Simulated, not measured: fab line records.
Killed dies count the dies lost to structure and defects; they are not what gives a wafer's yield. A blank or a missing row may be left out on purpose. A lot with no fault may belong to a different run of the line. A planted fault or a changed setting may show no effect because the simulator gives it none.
Matching of chambers + flow n5 finfet + N5_SD_EPI_P_ETCHBACK_46 on rie diel-04: 4 sister chambers
The step etches SiNx in CH3F/O2, stops on SiO2, target depth 17.5 nm. 4 wafers are shown with their chamber, then 7 later ones without.

## EACH WAFER AND ITS CHAMBER
| wafer  | chamber | drypump motor current A (A) |
|--------|---------|-----------------------------|
| L081.5 | 3       | 5.2                         |
| L090.5 | 1       | 5.7                         |
| L094.1 | 0       | 5.8                         |
| L094.4 | 2       | 6.2                         |

## WAFERS WITHOUT THEIR CHAMBER
| wafer  | drypump motor current A (A) |
|--------|-----------------------------|
| L094.5 | 5.7                         |
| L095.1 | 5.6                         |
| L095.3 | 5.8                         |
| L095.4 | 6.2                         |
| L096.3 | 5.2                         |
| L096.4 | 5.7                         |
| L096.6 | 5.2                         |

## WHICH CHAMBER EACH ONE RAN IN
| wafer  | from the rows above | in truth |
|--------|---------------------|----------|
| L094.5 | 1                   | 1        |
| L095.1 | 1                   | 1        |
| L095.3 | 0                   | 0        |
| L095.4 | 2                   | 2        |
| L096.3 | 3                   | 3        |
| L096.4 | 1                   | 1        |
| L096.6 | 3                   | 3        |
Correct placement for 7 of the 7. From these rows, 0 cannot be placed. Number placed wrongly: 0.
How it was worked out, from the rows above alone: a wafer's distance from a chamber is the root of the sum, over the readings, of the square of ((its reading less the chamber's mean) divided by the reading's scatter). If the next closest chamber is less than 2 further off than the closest, the wafer can't be placed; otherwise it belongs to the closest. For every chamber, the mean is computed from those of its wafers that are shown. The scatter: root of mean squared gap, hidden wafer to nearest shown wafer, with one shown wafer a chamber.
